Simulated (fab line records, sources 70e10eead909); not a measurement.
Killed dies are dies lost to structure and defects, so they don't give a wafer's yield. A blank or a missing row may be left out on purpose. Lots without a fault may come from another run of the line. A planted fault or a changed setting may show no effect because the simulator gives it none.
fab line records | flow nand_harc
record lots=7 wafers=21 last_day=34
route steps=1302 shown A_CONTACT@1077 END@1302
lots that met no fault: from a run of the same line without faults
start_h: hours from the record's first day to the start of the lot's first wafer shown | wait_h: hours since the lot's step before | " the same as in the row above | L1.1+2: a row that stands for several wafers | - no value, or no start given | * or withheld: withheld | < > ~ a bound
route shown NAME@n: a module of which the file shows steps, and the number in the route of the first | usual: mean/standard deviation of fault-free wafers | same: alike in all rows | chamber/n: place in a boat | sites: the reading at each site | _std_site: their standard deviation | _edge_site: outer sites' mean less inner sites' | radius_mm: how far each site lies from the wafer's centre | mask NAME#n: copy n | behind: the tool/chamber that last shaped the wafer | hold: why the lot was held/for how many hours/how that ended | device: the transistor (n, p or np) that didn't switch | end of line: the same wafers' tests at the end of the route | a step without rows: its recipe alone | killed: dies lost to structure and defects at the first sort, not the wafer's yield | map: a wafer's dies, x killed, . not, _ none there
set.NAME: the setting as run; set.NAME@STEP: as run at that earlier step | model.NAME: the simulator's own value behind a step, which no gauge read
lots at some steps of the route; a table a step, a row a wafer
services: from which hour (start_h, from the record's first day; less than 0 if before it) a tool's chamber was out of use, for how many hours, and why
## steps
# step NHARC_A_CONTACT_DEVELOP_07
# recipe develop_time_s=35 dev_temp_c=23
# step NHARC_A_CONTACT_CD_MEAS_08
# recipe target_cd_nm=200 landing_energy_ev=500
# usual cd_nm=199.8/0.64
# columns lot.wafer tool chamber start_h wait_h cd_nm
L891.3 cd_sem-01 0 511.26 - 199.3
L891.4 " 0 " " 199.9
L891.5 " 0 " " 198.6
L895.1 cd_sem-01 0 554.07 - 200.4
L895.5 " 0 " " 199.6
L895.6 " 0 " " 200.1
L900.1 cd_sem-02 0 609.42 - 198.9
L900.3 " 0 " " 200.0
L900.4 " 0 " " 200.1
L902.1 cd_sem-02 0 616.68 - 199.7
L902.3 " 0 " " 199.8
L902.6 " 0 " " 199.3
L901.1 cd_sem-01 0 617.08 - 200.2
L901.4 " 0 " " 199.9
L901.6 " 0 " " 199.6
L913.1 cd_sem-01 0 727.70 - 199.8
L913.5 " 0 " " 200.1
L913.6 " 0 " " 198.4
L911.2 cd_sem-02 0 733.97 - 200.0
L911.3 " 0 " " 199.7
L911.5 " 0 " " 200.3
# step NHARC_A_CONTACT_OVL_MEAS_09
# usual overlay_x_nm=0.1/0.69 overlay_y_nm=-0.1/0.7
# columns lot.wafer tool chamber start_h wait_h overlay_x_nm overlay_y_nm
L891.3 overlay-02 - 511.35 - -1.5 -0.2
L891.4 " - " " -1.0 -0.5
L891.5 " - " " -0.7 0.0
L895.1 overlay-01 - 554.16 - -0.6 0.1
L895.5 " - " " -0.4 0.0
L895.6 " - " " -0.5 -0.4
L900.1 overlay-01 - 609.51 - 1.2 -0.9
L900.3 " - " " 0.9 -0.3
L900.4 " - " " 1.6 -0.8
L902.1 overlay-02 - 616.77 - -1.2 -0.1
L902.3 " - " " -0.4 0.6
L902.6 " - " " 0.0 0.0
L901.1 overlay-01 - 617.17 - 0.4 -1.2
L901.4 " - " " -0.1 -1.5
L901.6 " - " " -0.1 -0.9
L913.1 overlay-01 - 727.80 - 0.1 -0.4
L913.5 " - " " -0.6 -0.1
L913.6 " - " " 0.2 0.2
L911.2 overlay-02 - 734.06 - -1.4 -0.2
L911.3 " - " " -1.3 0.0
L911.5 " - " " -1.2 -0.3
# step NHARC_A_CONTACT_INSPECT_10
# usual raw_defect_count=91/49
# columns lot.wafer tool chamber start_h wait_h raw_defect_count
L891.3 defect_inspect-01 - 511.38 0.0 114
L891.4 " - " " 99
L891.5 " - " " 115
L895.1 defect_inspect-02 - 554.20 0.0 149
L895.5 " - " " 147
L895.6 " - " " 150
L900.1 defect_inspect-01 - 609.55 0.0 17
L900.3 " - " " 26
L900.4 " - " " 27
L902.1 defect_inspect-02 - 616.81 0.0 26
L902.3 " - " " 31
L902.6 " - " " 25
L901.1 defect_inspect-02 - 617.21 0.0 84
L901.4 " - " " 91
L901.6 " - " " 81
L913.1 defect_inspect-02 - 727.84 0.0 45
L913.5 " - " " 38
L913.6 " - " " 39
L911.2 defect_inspect-02 - 734.09 0.0 52
L911.3 " - " " 42
L911.5 " - " " 43
# step NHARC_A_CONTACT_DESCUM_13
# recipe time_s=3 o2_flow_sccm=200 ar_flow_sccm=0 bias_power_w=0 chemistry=O2
# step NHARC_A_CONTACT_ETCH_88
# recipe target_depth_a=390 over_etch_frac=0.3 time_s=65 ion_energy_ev=80 cf4_flow_sccm=150 ar_flow_sccm=0 rf_w=300 bias_w=100 chemistry=CF4
# usual bias_w=99.96/0.28 cf4_flow_sccm=150.0/0.45 drypump_motor_current_A=5.9/0.39 oes_product_au=0.998/0.013 rf_vpp_V=151.5/1.2 showerhead_plenum_p_Torr=1.79/0.076 throttle_valve_pct=13.284/0.0082
# columns lot.wafer tool chamber start_h wait_h bias_w cf4_flow_sccm drypump_motor_current_A oes_product_au rf_hours_counter_h rf_vpp_V showerhead_plenum_p_Torr throttle_valve_pct
L891.4 rie_diel-02 2 511.53 0.1 99.76 149.6 5.9 1.006 22 149.8 1.69 13.283
L891.3 " 1 " " 99.65 150.3 5.3 1.009 13 150.9 1.76 13.281
L891.5 " 3 " " 99.75 149.9 5.5 1.008 - 152.7 1.85 13.273
L895.1 rie_diel-03 0 554.35 0.1 99.68 150.3 6.1 1.024 26 149.4 1.72 13.288
L895.5 " 3 " " 100.22 150.3 5.9 0.992 - 150.5 1.84 13.272
L895.6 " 0 " " 99.91 150.6 6.2 1.012 - 151.7 1.72 13.284
L900.1 rie_diel-13 0 609.69 0.1 100.34 150.0 6.3 1.019 25 151.4 1.79 13.270
L900.3 " 1 " " 100.16 149.3 6.4 0.990 22 153.7 1.89 13.294
L900.4 " 2 " " 100.13 150.4 6.5 1.006 24 152.1 1.74 13.282
L902.3 rie_diel-02 3 616.96 0.1 99.92 149.9 5.5 0.980 8 153.3 1.84 13.288
L902.1 " 0 " " 99.99 150.4 5.5 0.969 8 150.8 1.81 13.277
L902.6 " 3 " " 99.83 150.4 5.5 0.996 - 151.9 1.84 13.271
L901.1 rie_diel-13 2 617.37 0.1 100.79 149.9 6.5 1.001 27 151.4 1.74 13.281
L901.4 " 3 " " 99.57 149.7 5.5 0.991 - 152.5 1.90 13.284
L901.6 " 1 " " 99.95 150.4 6.4 0.994 - 152.6 1.89 13.281
L913.1 rie_diel-03 3 727.98 0.1 99.56 150.4 5.9 1.001 27 153.0 1.83 13.273
L913.5 " 3 " " 99.57 150.3 5.9 1.004 - 152.4 1.83 13.288
L913.6 " 0 " " 100.51 149.6 6.2 1.009 - 150.6 1.70 13.295
L911.3 rie_diel-02 3 734.24 0.1 99.69 149.3 5.6 1.000 21 152.3 1.84 13.286
L911.2 " 2 " " 99.78 149.7 5.9 0.985 23 150.2 1.69 13.285
L911.5 " 0 " " 99.71 149.9 5.5 0.977 - 151.9 1.81 13.286
# step NHARC_A_CONTACT_ETCH_89
# recipe target_depth_a=2600 over_etch_frac=0.3 time_s=475.3 ion_energy_ev=200 n2_flow_sccm=150 h2_flow_sccm=150 ar_flow_sccm=0 rf_w=400 bias_w=150 chemistry=N2/H2
# step NHARC_A_CONTACT_ETCH_30
# recipe target_depth_a=726 time_s=36.3 cf4_flow_sccm=100 chf3_flow_sccm=30 ar_flow_sccm=0 rf_w=500 bias_w=200 chemistry=CF4/CHF3
# usual bias_w=200.0/0.63 cf4_flow_sccm=100.02/0.3 chf3_flow_sccm=29.99/0.089 drypump_motor_current_A=5.8/0.38 oes_product_au=0.934/0.021 rf_vpp_V=371.2/2.5 showerhead_plenum_p_Torr=1.59/0.07 throttle_valve_pct=16.802/0.0088
# columns lot.wafer tool chamber start_h wait_h bias_w cf4_flow_sccm chf3_flow_sccm drypump_motor_current_A oes_product_au rf_hours_counter_h rf_vpp_V showerhead_plenum_p_Torr throttle_valve_pct
L891.3 rie_diel-02 1 - - 200.0 99.95 30.08 5.2 0.931 13 370.1 1.57 16.807
L891.4 " 2 " " 199.8 99.96 30.09 5.9 0.930 22 368.8 1.51 16.813
L891.5 " 2 " " 200.8 100.47 30.06 5.9 0.926 - 368.7 1.51 16.796
L895.1 rie_diel-03 1 - - 199.9 99.99 30.00 6.2 0.920 25 373.6 1.69 16.787
L895.6 " 1 " " 200.4 99.61 30.03 6.1 0.928 - 376.1 1.69 16.791
L895.5 " 2 " " 200.7 100.08 30.02 6.0 0.917 - 366.9 1.49 16.811
L900.1 rie_diel-13 1 - - 200.2 100.28 30.00 6.4 0.916 22 375.2 1.68 16.807
L900.4 " 2 " " 199.6 99.70 29.89 6.5 0.931 24 368.7 1.55 16.808
L900.3 " 3 " " 200.1 99.86 30.09 5.6 0.927 27 373.8 1.69 16.802
L902.1 rie_diel-02 1 - - 200.1 100.13 30.09 5.2 0.933 8 370.4 1.56 16.785
L902.3 " 0 " " 199.1 100.02 29.95 5.5 0.908 8 370.8 1.61 16.811
L902.6 " 0 " " 200.1 99.94 30.06 5.5 0.898 - 372.6 1.61 16.784
L901.1 rie_diel-13 3 - - 199.5 100.02 30.04 5.6 0.931 30 374.7 1.69 16.811
L901.4 " 2 " " 199.7 100.03 30.04 6.5 0.929 - 369.7 1.55 16.809
L901.6 " 3 " " 199.8 99.94 30.12 5.6 0.929 - 373.1 1.69 16.803
L913.1 rie_diel-03 3 - - 199.8 99.93 30.02 5.9 0.967 27 372.8 1.63 16.802
L913.6 " 0 " " 198.5 99.92 29.88 6.2 0.980 - 368.9 1.51 16.805
L913.5 " 1 " " 200.3 100.05 30.10 6.2 0.960 - 375.1 1.68 16.807
L911.2 rie_diel-02 1 - - 200.5 100.15 29.93 5.2 0.927 25 369.9 1.56 16.818
L911.3 " 3 " " 199.2 100.00 30.08 5.6 0.928 21 374.0 1.64 16.813
L911.5 " 1 " " 199.8 100.12 30.00 5.2 0.930 - 371.2 1.56 16.804
# step NHARC_A_CONTACT_ETCH_31
# recipe target_depth_a=28000 over_etch_frac=0.3 time_s=728 ion_energy_ev=150 o2_flow_sccm=400 cos_flow_sccm=20 ar_flow_sccm=0 rf_w=500 bias_w=300 chemistry=O2/COS
# step NHARC_A_CONTACT_ETCH_134
# recipe source_w=withheld pressure_mtorr=20 bias_v=withheld time_s=140 target_depth_a=7000 ar_flow_sccm=withheld c4f8_flow_sccm=withheld o2_flow_sccm=withheld chemistry=C4F8/O2/Ar
# usual chamber_pressure_mTorr=19.999/0.017 oes_air_line_au=0.998/0.021
# columns lot.wafer tool chamber start_h wait_h chamber_pressure_mTorr oes_air_line_au rf_hours_counter_h
L891.4 har_cap_etch-02 1 512.65 - 19.979 1.015 -
L891.3 " 0 " " 20.003 0.988 -
L891.5 " 1 " " 20.004 1.016 -
L895.1 har_cap_etch-03 1 555.42 - 20.001 0.980 56
L895.6 " 0 " " 20.005 0.978 -
L895.5 " 1 " " 20.032 0.979 -
L900.1 har_cap_etch-02 0 610.76 - 19.974 1.024 114
L900.4 " 1 " " 19.964 0.990 -
L900.3 " 0 " " 19.994 1.029 -
L902.1 har_cap_etch-02 1 618.11 - 19.976 0.964 116
L902.3 " 1 " " 20.001 1.030 -
L902.6 " 0 " " 20.011 0.994 -
L901.1 har_cap_etch-03 0 618.60 - 20.003 1.015 65
L901.4 " 1 " " 20.000 0.988 -
L901.6 " 0 " " 20.011 0.969 -
L913.1 har_cap_etch-03 0 729.02 - 20.030 1.003 82
L913.5 " 0 " " 20.010 0.986 -
L913.6 " 1 " " 19.994 1.009 -
L911.2 har_cap_etch-01 0 735.31 - 20.026 0.968 37
L911.3 " 1 " " 20.013 0.974 -
L911.5 " 1 " " 20.006 1.011 -
# step NHARC_A_CONTACT_ETCH_135
# recipe source_w=withheld pressure_mtorr=20 bias_v=1200 time_s=311 target_depth_a=19120 ar_flow_sccm=withheld c4f8_flow_sccm=withheld o2_flow_sccm=withheld chemistry=C4F8/O2/Ar
# usual chamber_pressure_mTorr=20.000/0.017 oes_air_line_au=1.001/0.021
# columns lot.wafer tool chamber start_h wait_h chamber_pressure_mTorr oes_air_line_au rf_hours_counter_h
L891.4 har_cap_etch-02 1 512.88 0.2 19.990 0.990 -
L891.3 " 0 " " 19.976 0.981 -
L891.5 " 1 " " 19.971 0.993 -
L895.1 har_cap_etch-03 1 555.63 0.2 20.036 1.011 56
L895.6 " 0 " " 20.035 0.993 -
L895.5 " 1 " " 20.015 0.998 -
L900.1 har_cap_etch-02 0 610.98 0.2 19.987 1.027 114
L900.4 " 1 " " 20.000 0.999 -
L900.3 " 0 " " 20.006 1.004 -
L902.1 har_cap_etch-02 1 618.31 0.2 20.002 0.992 116
L902.3 " 1 " " 20.005 1.018 -
L902.6 " 0 " " 19.995 0.993 -
L901.1 har_cap_etch-03 0 618.79 0.2 20.004 0.995 66
L901.4 " 1 " " 19.979 0.990 -
L901.6 " 0 " " 19.999 0.977 -
L913.1 har_cap_etch-03 0 729.23 0.2 19.999 1.027 83
L913.5 " 0 " " 19.999 1.010 -
L913.6 " 1 " " 20.027 1.018 -
L911.2 har_cap_etch-01 0 735.52 0.2 20.005 1.014 37
L911.3 " 1 " " 19.978 0.991 -
L911.5 " 1 " " 20.019 0.975 -
# step NHARC_A_CONTACT_ETCH_136
# recipe source_w=withheld pressure_mtorr=20 bias_v=1200 time_s=311 target_depth_a=19120 ar_flow_sccm=withheld c4f8_flow_sccm=withheld o2_flow_sccm=withheld chemistry=C4F8/O2/Ar
# step NHARC_A_CONTACT_ETCH_137
# recipe source_w=withheld pressure_mtorr=20 bias_v=1200 time_s=311 target_depth_a=19120 ar_flow_sccm=withheld c4f8_flow_sccm=withheld o2_flow_sccm=withheld chemistry=C4F8/O2/Ar
# usual chamber_pressure_mTorr=20.003/0.018 oes_air_line_au=0.997/0.022
# columns lot.wafer tool chamber start_h wait_h chamber_pressure_mTorr oes_air_line_au rf_hours_counter_h
L891.4 har_cap_etch-02 1 513.42 0.2 20.005 1.023 -
L891.3 " 0 " " 20.000 0.975 -
L891.5 " 1 " " 20.037 0.980 -
L895.1 har_cap_etch-03 1 556.17 0.2 20.004 0.998 56
L895.6 " 0 " " 19.990 0.970 -
L895.5 " 1 " " 19.992 0.986 -
L900.1 har_cap_etch-02 0 611.51 0.2 - - -
L900.4 " 1 " " - - -
L900.3 " 0 " " - - -
L902.1 har_cap_etch-02 1 618.85 0.2 - - -
L902.3 " 1 " " - - -
L902.6 " 0 " " - - -
L901.1 har_cap_etch-03 0 619.33 0.2 - - -
L901.4 " 1 " " - - -
L901.6 " 0 " " - - -
L913.1 har_cap_etch-03 0 729.77 0.2 20.036 1.041 83
L913.5 " 0 " " 20.015 1.010 -
L913.6 " 1 " " 20.008 0.963 -
L911.2 har_cap_etch-01 0 736.07 0.2 20.003 0.972 38
L911.3 " 1 " " 20.017 0.975 -
L911.5 " 1 " " 20.021 0.967 -
# step NHARC_A_CONTACT_ETCH_138
# recipe source_w=withheld pressure_mtorr=20 bias_v=1200 time_s=311 target_depth_a=19140 ar_flow_sccm=withheld c4f8_flow_sccm=withheld o2_flow_sccm=withheld chemistry=C4F8/O2/Ar
# usual chamber_pressure_mTorr=20.002/0.018 oes_air_line_au=1.001/0.02
# columns lot.wafer tool chamber start_h wait_h chamber_pressure_mTorr oes_air_line_au rf_hours_counter_h
L891.4 har_cap_etch-02 1 513.69 0.2 19.978 0.999 -
L891.3 " 0 " " 19.993 0.991 -
L891.5 " 1 " " 20.009 0.992 -
L895.1 har_cap_etch-03 1 556.45 0.2 20.001 1.043 56
L895.6 " 0 " " 20.019 0.975 -
L895.5 " 1 " " 20.011 1.030 -
L900.1 har_cap_etch-02 0 611.79 0.2 19.965 0.987 115
L900.4 " 1 " " 19.982 1.029 -
L900.3 " 0 " " 20.019 1.010 -
L902.1 har_cap_etch-02 1 619.12 0.2 19.985 1.001 117
L902.3 " 1 " " 20.015 1.008 -
L902.6 " 0 " " 20.004 1.008 -
L901.1 har_cap_etch-03 0 619.60 0.2 20.000 1.001 66
L901.4 " 1 " " 20.013 0.998 -
L901.6 " 0 " " 20.016 1.014 -
L913.1 har_cap_etch-03 0 730.04 0.2 20.037 0.998 83
L913.5 " 0 " " 20.013 1.022 -
L913.6 " 1 " " 20.005 0.984 -
L911.2 har_cap_etch-01 0 736.34 0.2 19.984 0.972 38
L911.3 " 1 " " 20.012 0.993 -
L911.5 " 1 " " 20.016 1.003 -
# step NHARC_END_SORT_01
# recipe temp_c=25
# usual killed_at_array=63/27 killed_at_other=0.7/1.2 killed_at_periphery=3.1/2 killed_dies=67/28 killed_open=3.0/1.9 killed_short=2.2/1.5
# same gross_dies=677
# columns lot.wafer tool chamber start_h wait_h killed_at_array killed_at_other killed_at_periphery killed_dies killed_open killed_short
L900.1 prober-02 0 658.91 2.5 674 0 3 677 2 2
L900.3 prober-02 0 660.47 3.1 672 0 5 677 2 1
L900.4 prober-02 0 661.25 3.3 673 0 4 677 4 3
L901.1 prober-01 0 669.53 2.5 675 0 2 677 2 0
L901.4 prober-01 0 671.92 3.4 675 0 2 677 2 1
L901.6 prober-01 0 673.52 4.0 675 2 0 677 3 1
L902.1 prober-02 0 669.58 2.5 673 3 1 677 3 4
L902.3 prober-02 0 671.18 3.1 676 1 0 677 3 1
L902.6 prober-02 0 673.58 4.0 675 0 2 677 4 5
# killed by level:class
L900.1 A_CONTACT:area_etch=652 A_CHANNEL_HOLE_D1:chamber_film_flake=5 A_SLIT:chamber_film_flake=5 A_CONTACT:chamber_film_flake=5 P_ZERO_WELL:chamber_film_flake=2 A_ONON_D1:geometric_particle:short=1 A_ONON_D1:geometric_particle:open=1 A_CHANNEL_FILL_D1:geometric_particle:open=1
L900.3 A_CONTACT:area_etch=648 A_CHANNEL_HOLE_D1:chamber_film_flake=12 A_CONTACT:chamber_film_flake=6 P_GATE:chamber_film_flake=2 A_STAIRCASE:chamber_film_flake=2 A_CHANNEL_HOLE_D2:chamber_film_flake=2 P_STI:geometric_particle:open=1 P_GATE:geometric_particle:open=1
L900.4 A_CONTACT:area_etch=647 A_CHANNEL_HOLE_D1:chamber_film_flake=10 A_CHANNEL_HOLE_D2:unspecified=4 A_CONTACT:chamber_film_flake=3 P_CONTACT:geometric_particle:open=2 A_DECK1_JOINT:geometric_particle:short=1 A_ONON_D2:geometric_particle:short=1 A_CHANNEL_FILL_D2:geometric_particle:open=1
L901.1 A_CONTACT:area_etch=615 A_SLIT:chamber_film_flake=35 A_CHANNEL_HOLE_D2:chamber_film_flake=12 A_CHANNEL_HOLE_D1:chamber_film_flake=6 A_STAIRCASE:chamber_film_flake=3 P_ZERO_WELL:chamber_film_flake=2 A_WL_FILL:chamber_film_flake=2 A_ONON_D1:geometric_particle:open=1
L902.1 A_CONTACT:area_etch=643 A_CHANNEL_HOLE_D1:chamber_film_flake=8 A_DECK1_JOINT:chamber_film_flake=4 A_SLIT:chamber_film_flake=4 A_CONTACT:chamber_film_flake=3 THIN_TSV:chamber_film_flake=3 A_M0:geometric_particle:short=2 A_BLC:chamber_film_flake=2
L902.3 A_CONTACT:area_etch=641 A_CHANNEL_HOLE_D1:chamber_film_flake=11 A_CONTACT:chamber_film_flake=7 A_SLIT:chamber_film_flake=3 A_ZERO_WELL:chamber_film_flake=2 A_DECK1_JOINT:chamber_film_flake=2 A_BLC:chamber_film_flake=2 A_CHANNEL_FILL_D1:geometric_particle:short=1
L901.4 A_CONTACT:area_etch=612 A_SLIT:chamber_film_flake=26 A_CHANNEL_HOLE_D2:chamber_film_flake=17 A_CHANNEL_HOLE_D1:chamber_film_flake=8 A_STAIRCASE:chamber_film_flake=3 A_CHANNEL_FILL_D2:chamber_film_flake=2 A_WL_FILL:chamber_film_flake=2 P_GATE:geometric_particle:open=1
L901.6 A_CONTACT:area_etch=619 A_SLIT:chamber_film_flake=33 A_CHANNEL_HOLE_D2:chamber_film_flake=13 A_CHANNEL_HOLE_D1:chamber_film_flake=3 THIN_TSV:chamber_film_flake=2 A_CHANNEL_FILL_D2:geometric_particle:short=1 A_CONTACT:geometric_particle:open=1 A_BLC:geometric_particle:open=1
L902.6 A_CONTACT:area_etch=646 A_CHANNEL_HOLE_D1:chamber_film_flake=6 A_CONTACT:chamber_film_flake=4 A_SLIT:chamber_film_flake=3 A_DECK1_JOINT:chamber_film_flake=3 A_ONON_D1:geometric_particle:short=2 A_CHANNEL_FILL_D1:geometric_particle:open=2 A_STAIRCASE:chamber_film_flake=2
# map L900.1 (x killed, . not)
____________x____________
_________xxxxxxx_________
_______xxxxxxxxxxx_______
______xxxxxxxxxxxxx______
_____xxxxxxxxxxxxxxx_____
____xxxxxxxxxxxxxxxxx____
____xxxxxxxxxxxxxxxxx____
___xxxxxxxxxxxxxxxxxxx___
___xxxxxxxxxxxxxxxxxxx___
__xxxxxxxxxxxxxxxxxxxxx__
__xxxxxxxxxxxxxxxxxxxxx__
_xxxxxxxxxxxxxxxxxxxxxxx_
_xxxxxxxxxxxxxxxxxxxxxxx_
_xxxxxxxxxxxxxxxxxxxxxxx_
_xxxxxxxxxxxxxxxxxxxxxxx_
_xxxxxxxxxxxxxxxxxxxxxxx_
xxxxxxxxxxxxxxxxxxxxxxxxx
xxxxxxxxxxxxxxxxxxxxxxxxx
xxxxxxxxxxxxxxxxxxxxxxxxx
xxxxxxxxxxxxxxxxxxxxxxxxx
xxxxxxxxxxxxxxxxxxxxxxxxx
_xxxxxxxxxxxxxxxxxxxxxxx_
_xxxxxxxxxxxxxxxxxxxxxxx_
_xxxxxxxxxxxxxxxxxxxxxxx_
_xxxxxxxxxxxxxxxxxxxxxxx_
_xxxxxxxxxxxxxxxxxxxxxxx_
__xxxxxxxxxxxxxxxxxxxxx__
__xxxxxxxxxxxxxxxxxxxxx__
___xxxxxxxxxxxxxxxxxxx___
___xxxxxxxxxxxxxxxxxxx___
____xxxxxxxxxxxxxxxxx____
____xxxxxxxxxxxxxxxxx____
_____xxxxxxxxxxxxxxx_____
______xxxxxxxxxxxxx______
_______xxxxxxxxxxx_______
_________xxxxxxx_________
____________x____________
# map L901.1 (x killed, . not)
____________x____________
_________xxxxxxx_________
_______xxxxxxxxxxx_______
______xxxxxxxxxxxxx______
_____xxxxxxxxxxxxxxx_____
____xxxxxxxxxxxxxxxxx____
____xxxxxxxxxxxxxxxxx____
___xxxxxxxxxxxxxxxxxxx___
___xxxxxxxxxxxxxxxxxxx___
__xxxxxxxxxxxxxxxxxxxxx__
__xxxxxxxxxxxxxxxxxxxxx__
_xxxxxxxxxxxxxxxxxxxxxxx_
_xxxxxxxxxxxxxxxxxxxxxxx_
_xxxxxxxxxxxxxxxxxxxxxxx_
_xxxxxxxxxxxxxxxxxxxxxxx_
_xxxxxxxxxxxxxxxxxxxxxxx_
xxxxxxxxxxxxxxxxxxxxxxxxx
xxxxxxxxxxxxxxxxxxxxxxxxx
xxxxxxxxxxxxxxxxxxxxxxxxx
xxxxxxxxxxxxxxxxxxxxxxxxx
xxxxxxxxxxxxxxxxxxxxxxxxx
_xxxxxxxxxxxxxxxxxxxxxxx_
_xxxxxxxxxxxxxxxxxxxxxxx_
_xxxxxxxxxxxxxxxxxxxxxxx_
_xxxxxxxxxxxxxxxxxxxxxxx_
_xxxxxxxxxxxxxxxxxxxxxxx_
__xxxxxxxxxxxxxxxxxxxxx__
__xxxxxxxxxxxxxxxxxxxxx__
___xxxxxxxxxxxxxxxxxxx___
___xxxxxxxxxxxxxxxxxxx___
____xxxxxxxxxxxxxxxxx____
____xxxxxxxxxxxxxxxxx____
_____xxxxxxxxxxxxxxx_____
______xxxxxxxxxxxxx______
_______xxxxxxxxxxx_______
_________xxxxxxx_________
____________x____________
## services
# columns tool chamber start_h hours kind
har_cap_etch-01 - 497.00 17.0 pm
rie_diel-02 0 500.82 - clean
rie_diel-02 1 500.82 - clean
rie_diel-02 2 500.82 - clean
rie_diel-02 3 500.82 - clean
rie_diel-02 3 505.76 4.4 repair
rie_diel-13 1 511.94 4.5 repair
rie_diel-13 - 519.68 9.0 pm
rie_diel-02 0 525.32 - clean
rie_diel-02 1 525.32 - clean
rie_diel-02 2 525.32 - clean
rie_diel-02 3 525.32 - clean
rie_diel-03 3 568.58 8.0 repair
rie_diel-02 - 570.79 9.0 pm
rie_diel-13 0 613.37 7.5 repair
rie_diel-03 1 628.30 3.7 repair
rie_diel-13 0 632.18 10.7 repair
har_cap_etch-03 - 633.64 0.5 repair
rie_diel-03 - 637.51 9.0 pm
rie_diel-13 1 639.12 3.0 repair
rie_diel-02 0 646.66 9.8 repair
rie_diel-02 3 671.29 9.8 repair
rie_diel-13 - 696.68 9.0 pm
har_cap_etch-02 - 732.70 2.6 repair
## key
first_sign step=NHARC_A_CONTACT_ETCH_137 reading=tool_record direction=missing
effect step=NHARC_END_SORT_01 reading=killed_at_array direction=up sigmas=22 usual=63 struck=674
more_kills_born_at NHARC_A_CONTACT_ETCH_137@har_cap_etch-02=3877 NHARC_A_CONTACT_ETCH_137@har_cap_etch-03=1846
met_at NHARC_A_CONTACT_ETCH_137
struck_wafers L900.1,L900.3,L900.4,L901.1,L901.4,L901.6,L902.1,L902.3,L902.6
later_rows_left_out L900.1,L900.3,L900.4,L901.1,L901.4,L901.6,L902.1,L902.3,L902.6
tester_left_out L900,L901,L902
onset_between 556.17 611.51
fault kind=skipped_step_whole tool=har_cap_etch-02,har_cap_etch-03 chamber=- onset_h=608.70 steps=NHARC_A_CONTACT_ETCH_137 scope=struck_lots_only
# tester_left_out: of these lots the tester's yield and bins aren't shown, on N5 and GAA mostly nor the transistor test; their killed dies are dies lost to structure and defects alone, not to doping, threshold or leakage, so they don't give the yield
# later_rows_left_out: the simulator's readings of these wafers behind a module that went badly wrong aren't trusted and aren't shown, but for the sort
